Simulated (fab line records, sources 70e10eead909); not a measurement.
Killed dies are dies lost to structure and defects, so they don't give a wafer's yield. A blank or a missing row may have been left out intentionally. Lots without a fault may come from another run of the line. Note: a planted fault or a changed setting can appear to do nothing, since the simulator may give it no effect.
Which tool was responsible? | flow nand_harc | 6 lots, 18 wafers sampled, at 1 step of a route of 1302

WHAT THE GAUGES SHOWED, per wafer
NHARC_A_BLC_OVL_MEAS_11.
lot  | measured     | on         | overlay_y_nm (nm)
L607 | day 23 16:27 | overlay-02 | -0.4 -0.5 -0.3
L610 | day 24 08:17 | overlay-01 | 0.1 -0.6 -0.2
L612 | day 25 17:52 | overlay-02 | 0.6 -0.1 0.8
L615 | day 26 17:49 | overlay-02 | 2.1 1.6 2.4
L625 | day 30 15:41 | overlay-01 | -1.2 -1.1 -1.8
L627 | day 31 21:56 | overlay-02 | -1.0 -0.9 -0.7

WHAT TOOL EACH LOT RAN ON (gives the tool, then ch and the chambers of the sampled wafers, and finally the start)
No process step before these readings appears in the record.

THE ANSWER, worked out from the rows above alone
Rule: the lots themselves supply what counts as usual. The widest of any qualifying gaps counts: lots, ordered by their means at a reading, are off when they make up no more than a third of the lots, leave a main group of 4 or more, and stand apart from it by 3 or more times the standard deviation of that group's means. A main group is skipped when, at the precision printed for the reading in the tables above, its means are all equal. A lot without any number at a reading at which 4 lots or more have one is off too. The other lots that the step has rows for count as sound.
Across all readings shown, no lot is off: no conclusion can be drawn from this.

WHAT THE SIMULATOR PUT IN
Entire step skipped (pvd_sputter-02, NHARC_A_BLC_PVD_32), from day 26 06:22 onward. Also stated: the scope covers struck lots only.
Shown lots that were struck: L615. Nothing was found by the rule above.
